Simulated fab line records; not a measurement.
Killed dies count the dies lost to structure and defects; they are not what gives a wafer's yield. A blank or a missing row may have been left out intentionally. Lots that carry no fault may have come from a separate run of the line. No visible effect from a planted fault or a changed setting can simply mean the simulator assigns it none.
Code-filled problem report in 8D (eight disciplines) form | flow nand harc | the parts of the form that need people (team, actions taken, sign-off) are left out

## 1. WHAT WENT WRONG
killed at periphery at NHARC_END_SORT_01 reads a mean of 49.0 on 1 wafer of 1 lot; wafers without a fault read 3.8 with a standard deviation of 2.1. Measured from the usual mean, that is +22 standard deviations.
First seen on wafer L282.2, day 23 15:04, on prober-02. The record holds 3 wafers of 1 lot with a number at this step. Rule for "out" (also "out of limits"): further than 4 standard deviations from the usual mean. The rest of the wafers with a number are treated as sound.

## 2. WHAT IT IS AND WHAT IT IS NOT
question                    | is                                                                                                                                       | is not
which readings at this step | killed at periphery, defect limited yield, killed at other, killed dies, sort_bin_3_pct, sort n pass, sort rim yield pct, sort yield pct | killed at array, killed open, killed short, sort_bin_4_pct
which lots                  | L282                                                                                                                                     | -
which wafers of those lots  | L282.2                                                                                                                                   | L282.4, L282.6
read on which gauges        | prober-02                                                                                                                                | -
when                        | from day 23 15:04                                                                                                                        | up to then (0 sound wafers); but 2 sound wafers of L282 came after

## 3. SUSPECTS, AND WHAT RULES EACH OUT
Counting: a tool at a process step up to the reading stays a suspect if it ran every lot that is out. Sound lots after the first of them don't rule it out here, since some wafers of a struck lot are sound.
- the gauge at NHARC_END_SORT_01: kept. All the wafers that are out were read on prober-02, and no step on other tools shows them out.
- pvd sputter-01 at NHARC_P_BONDPAD_PVD_27 (deposits Cu, target thk 30 nm, time 20.49 s): kept. It ran the lot that is out, L282 (day 10 15:52).
- rtp anneal-02 at NHARC_THIN_TSV_ANNEAL_52 (time 90 s): kept. It ran the lot that is out, L282 (day 22 15:41).
- rie metal-02 at NHARC_THIN_TSV_ETCH_59 (etches the open film in Cl2/BCl3, target depth 880 nm, time 138.1 s): kept. It ran the lot that is out, L282 (day 22 17:55).
- plasma asher-01 at NHARC_THIN_TSV_STRIP_56 (strips in O2): kept. It ran the lot that is out, L282 (day 22 18:14).
- Within plasma asher-01 at NHARC_THIN_TSV_STRIP_56: the wafers that are out ran in chamber 1; their sound lot-mates ran in chamber 0.
Left after counting: pvd sputter-01 at NHARC_P_BONDPAD_PVD_27, rtp anneal-02 at NHARC_THIN_TSV_ANNEAL_52, rie metal-02 at NHARC_THIN_TSV_ETCH_59, plasma asher-01 at NHARC_THIN_TSV_STRIP_56, prober-02 at NHARC_END_SORT_01.

## 4. THE CAUSE (what the simulator had put in)
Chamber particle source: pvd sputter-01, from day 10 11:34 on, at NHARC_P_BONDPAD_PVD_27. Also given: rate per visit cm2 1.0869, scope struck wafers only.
After counting, 5 suspects remain, this tool included.

## 5. THE EFFECT CHAIN, in route order
Each row: a reading whose mean over the struck wafers that have a number lies more than 3 standard deviations from the usual. Scope: only readings with a usual standard deviation given in the record; hours: median across lots of the time from each lot's start at the first step in this table that gives one to its start at this step; sigmas: change in usual standard deviations.
hours | step              | reading              | usual  | on struck wafers | change | sigmas
0     | NHARC_END_SORT_01 | defect limited yield | 95.1 % | 89.5             | -5.6   | -4.3
0     | NHARC_END_SORT_01 | killed at other      | 0.7    | 6.0              | +5.3   | +4.4
0     | NHARC_END_SORT_01 | killed at periphery  | 3.8    | 49.0             | +45.2  | +22
0     | NHARC_END_SORT_01 | killed dies          | 33     | 71               | +38    | +4.2
0     | NHARC_END_SORT_01 | sort_bin_2_pct       | 1.5 %  | 3.4              | +1.9   | +3.4
0     | NHARC_END_SORT_01 | sort_bin_3_pct       | 0.26 % | 3.40             | +3.14  | +16
0     | NHARC_END_SORT_01 | sort n pass          | 644    | 606              | -38    | -4.2
0     | NHARC_END_SORT_01 | sort rim yield pct   | 96.2 % | 81.1             | -15.1  | -6.9
0     | NHARC_END_SORT_01 | sort yield pct       | 95.1 % | 89.5             | -5.6   | -4.3

## 6. WHAT WOULD HAVE CAUGHT IT SOONER
315 hours passed between the start of the fault at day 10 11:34 and the first reading out of limits at a measuring or inspecting step in this record, taken at day 23 15:04.
An alarm limit of 4 standard deviations would not have fired on the tool readings at NHARC_P_BONDPAD_PVD_27 for which the record gives a usual standard deviation, since none of them was out on any struck wafer.
Lots out: 1; all had begun NHARC_P_BONDPAD_PVD_27 on pvd sputter-01 by day 23 15:04. Tool hold at that time: it would have spared none of them.
